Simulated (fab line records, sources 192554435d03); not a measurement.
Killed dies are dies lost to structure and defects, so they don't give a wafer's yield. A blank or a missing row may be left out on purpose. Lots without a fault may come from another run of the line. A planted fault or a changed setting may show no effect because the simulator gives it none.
A struck lot beside a sound one | flow n5_finfet | 16 steps out of a route of 1938
Sound: wafers L550.2, L550.4, L550.6. Struck: wafers L556.1, L556.3, L556.6. The cause comes at the end.
At each step with rows: each side's tool, then ch and its chambers, then its first start. Under that, the readings that differ: sound wafers | struck wafers | difference of the means | sigmas: that difference in standard deviations of wafers without a fault.
alike: readings whose means differ by less than 2 such deviations, and words and numbers that are the same on both sides. not compared: withheld readings, readings that some wafer has no value for, bounds like >300 that may hide the same value, and numbers for which the record gives no deviation and whose values overlap.
The two part at a step that has a row with sigmas, a row that says differs or no value, or rows on one side only. Numbers that don't overlap but have no deviation are shown without sigmas and don't part them. A reading that every wafer of one side lacks parts them only if that side has two wafers or more.

first, 1 step without rows for these wafers: N5_MOL_CONTACT_COAG_STRIP_69 (strips in N2/H2).
N5_MOL_CONTACT_COAG_ETCHBACK_136: etches SiO2 in CHF3, target depth 25 nm, time 16.7 s.
  sound on rie_diel-02 ch 0,2,3, day 6 18:32; struck on rie_diel-05 ch 0,1,3, day 8 06:41
  alike: drypump_motor_current_A, oes_product_au, rf_vpp_V, showerhead_plenum_p_Torr, throttle_valve_pct
  not compared: rf_hours_counter_h
then, 1 step without rows for these wafers: N5_MOL_CONTACT_COAG_STRIP_120 (strips in CHF3).
N5_MOL_CONTACT_COAG_VIA_ETCH_117: etches SiO2 in C4F6/O2, target depth 40 nm, overetch 8 nm, time 26 s.
  sound on rie_diel-02 ch 0,2,3, day 6 18:34; struck on rie_diel-05 ch 0,1,3, day 8 06:43
  alike: drypump_motor_current_A, oes_product_au, rf_vpp_V, showerhead_plenum_p_Torr, throttle_valve_pct
  not compared: rf_hours_counter_h
N5_MOL_CONTACT_COAG_ETCH_124: etches SiNx in CH3F/O2, stops on SiOC, target depth 6.5 nm.
  sound on rie_diel-02 ch 0,2,3, day 6 18:36; struck on rie_diel-05 ch 0,1,3, day 8 06:45
  alike: drypump_motor_current_A, oes_product_au, rf_vpp_V, showerhead_plenum_p_Torr, throttle_valve_pct
  not compared: rf_hours_counter_h
N5_MOL_CONTACT_COAG_ETCH_48: etches SiOC in C4F6/O2, target depth 15 nm, overetch 4.5 nm, time 17 s.
  sound on rie_diel-02 ch 0,2,3, day 6 18:38; struck on rie_diel-05 ch 0,1,3, day 8 06:47
  alike: drypump_motor_current_A, oes_product_au, rf_vpp_V, showerhead_plenum_p_Torr, throttle_valve_pct
  not compared: rf_hours_counter_h
then, 1 step without rows for these wafers: N5_MOL_CONTACT_COAG_STRIP_72 (strips in N2/H2).
N5_MOL_CONTACT_COAG_STRIP_49: strips in N2/H2, time 30 s.
  sound on plasma_asher-01 ch 0,1, day 6 18:46; struck on plasma_asher-01 ch 1, day 8 06:57
  alike: drypump_motor_current_A, heater_power_w, n2_flow_sccm
  not compared: rf_hours_counter_h
then, 2 steps without rows for these wafers: N5_MOL_CONTACT_COAG_PRECLEAN_138 (cleans in alkaline clean, time 60 s); N5_MOL_CONTACT_COAG_SRD_139 (time 30 s).
N5_MOL_CONTACT_COAG_CD_MEAS_101: target cd 16 nm.
  sound on cd_sem-02, day 6 18:55; struck on cd_sem-03, day 8 07:06
  alike: cd_nm
then, 1 step without rows for these wafers: N5_MOL_CONTACT_COAG_PRE_CLEAN_121.
N5_MOL_CONTACT_COAG_CVD_140: deposits W, target thk 66.5 nm, time 215 s.
  sound on cvd_w-01 ch 0, day 6 19:03; struck on cvd_w-01 ch 0,1, day 8 07:14
  reading          | sound                | struck               | difference | sigmas
  run_length_s (s) | 286.16 286.23 286.29 | 439.03 439.48 439.03 | +152.95    | +99 or more
  alike: heater_power_w
  not compared: since_wet_clean_h
then, 1 step without rows for these wafers: N5_MOL_CONTACT_COAG_PRECLEAN_127 (cleans in DIW, time 57.5 s).
-- the record jumps here: 3 days lie between the struck wafers' starts before and after (it left off in module MOL_CONTACT_COAG and takes up again in module BEOL_M4, whose first step shown is number 1111 of the route) --
N5_BEOL_M4_RC_MEAS_101:
  sound on prober-02 ch 0, day 9 07:52; struck on prober-01 ch 0, day 10 20:20
  alike: DIBL_N, DIBL_P, IOFF_N, IOFF_P, ION_N, ION_P, SS_N, SS_P, VT_N, VT_P
then, 1 step without rows for these wafers: N5_PASSIVATION_PROBE_49.

WHERE THEY PART
Only at N5_MOL_CONTACT_COAG_CVD_140, within this record. Later steps at which nothing parts them and some readings are alike: N5_BEOL_M4_RC_MEAS_101.

WHY: what the simulator had put in
Process parameter drift: cvd_w-01, from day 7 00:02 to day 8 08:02, at N5_MOL_CONTACT_COAG_CVD_140. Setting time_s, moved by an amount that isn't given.
